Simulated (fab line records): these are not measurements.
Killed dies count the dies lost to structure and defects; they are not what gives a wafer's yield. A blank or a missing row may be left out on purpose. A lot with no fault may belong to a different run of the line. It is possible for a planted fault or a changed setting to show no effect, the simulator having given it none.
Matching of chambers	flow n5-finfet	3 sister chambers for N5_BEOL_M8_CURE_75 on uv-cure-03
The step cures SiCOH lowk, time 120 s. 6 wafers are shown with their chamber, then 8 later ones without.

== WAFERS WITH THEIR CHAMBER ==
wafer	chamber	wafer_temp_C_max	lamp-power-pct (%)
L075.3	0	372.3	52.31
L075.6	0	371.8	52.35
L080.6	1	371.0	52.35
L082.3	2	372.4	52.33
L082.6	2	372.1	52.35
L081.1	1	371.2	52.40

== WAFERS WITHOUT THEIR CHAMBER ==
wafer	wafer_temp_C_max	lamp-power-pct (%)
L081.3	371.0	52.30
L081.6	371.2	52.27
L083.1	370.9	52.28
L083.2	370.7	52.36
L083.6	370.8	52.30
L083.3	371.1	52.31
L083.4	371.0	52.29
L083.5	371.0	52.23

== EACH ONE'S CHAMBER ==
wafer	from the rows above	in truth
L081.3	can't be placed: 1 or 0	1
L081.6	can't be placed: 1 or 0 or 2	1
L083.1	can't be placed: 1 or 0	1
L083.2	1	1
L083.6	1	1
L083.3	can't be placed: 1 or 0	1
L083.4	can't be placed: 1 or 0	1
L083.5	can't be placed: 1 or 0 or 2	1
2 of 8 placed correctly. Unplaceable from these rows: 6, with the true chamber sitting among the candidates in 6. Number placed wrongly: 0.
How it was worked out, from the rows above alone: a wafer's distance from a chamber is the root of the sum, over the readings, of the square of ((its reading less the chamber's mean) divided by the reading's scatter). The wafer belongs to the nearest chamber; if the next one is less than 2 further off, it can't be placed. Each chamber's mean is taken over the wafers shown for it. The scatter is the square root of a quotient: the sum, over the shown wafers, of each reading's squared deviation from its chamber's mean, divided by wafers minus chambers.
